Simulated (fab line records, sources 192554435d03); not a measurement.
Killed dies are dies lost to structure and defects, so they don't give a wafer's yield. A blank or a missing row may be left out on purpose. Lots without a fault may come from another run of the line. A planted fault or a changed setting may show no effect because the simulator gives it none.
Chamber matching | flow n5_finfet | N5_BEOL_M6_CURE_74 on uv_cure-02: 3 sister chambers
The step cures SiCOH lowk, time 240 s. 14 wafers are shown with their chamber, then 7 later ones without.

WAFERS WITH THEIR CHAMBER
wafer  | chamber | wafer_temp_C_max | lamp_power_pct (%)
L075.1 | 2       | 386.9            | 52.44
L075.2 | 2       | 386.8            | 52.36
L075.6 | 2       | 386.4            | 52.26
L078.1 | 1       | 385.9            | 52.30
L078.3 | 1       | 386.1            | 52.25
L078.6 | 1       | 386.1            | 52.32
L081.1 | 1       | 386.3            | 52.37
L081.3 | 1       | 386.7            | 52.31
L081.5 | 1       | 386.6            | 52.29
L089.3 | 0       | 386.7            | 52.30
L089.4 | 0       | 386.1            | 52.36
L089.6 | 0       | 387.1            | 52.28
L090.2 | 1       | 386.2            | 52.30
L090.4 | 1       | 386.3            | 52.30

SIGNATURES (means of the wafers above)
reading          | chamber 0 | chamber 1 | chamber 2 | scatter within a chamber
wafer_temp_C_max | 386.633   | 386.275   | 386.700   | 0.322
lamp_power_pct   | 52.3133   | 52.3050   | 52.3533   | 0.05
Rule: a wafer's distance from a chamber is the root of the sum, over the readings, of the square of ((its reading less the chamber's mean) divided by the reading's scatter). The wafer belongs to the nearest chamber; if the next one is less than 2 further off, it can't be placed. The scatter: the root of (the sum of the squares of (reading less its chamber's mean) over the shown wafers, divided by (wafers less chambers)).

WAFERS WITHOUT THEIR CHAMBER
wafer  | wafer_temp_C_max | lamp_power_pct (%)
L090.6 | 386.1            | 52.22
L096.1 | 387.8            | 52.37
L096.2 | 387.3            | 52.32
L096.3 | 386.3            | 52.33
L097.2 | 386.5            | 52.37
L097.4 | 385.8            | 52.33
L097.6 | 386.5            | 52.31

WHICH CHAMBER EACH WENT THROUGH
wafer  | from the rows above          | in truth
L090.6 | can't be placed: 1 or 0 or 2 | 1
L096.1 | can't be placed: 2 or 0 or 1 | 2
L096.2 | can't be placed: 2 or 0 or 1 | 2
L096.3 | can't be placed: 1 or 0 or 2 | 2
L097.2 | can't be placed: 2 or 0 or 1 | 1
L097.4 | can't be placed: 1 or 0 or 2 | 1
L097.6 | can't be placed: 0 or 1 or 2 | 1
Placed correctly: 0 of 7. Can't be placed from these rows: 7 (the true chamber is among the candidates in 7). Placed wrongly: 0.
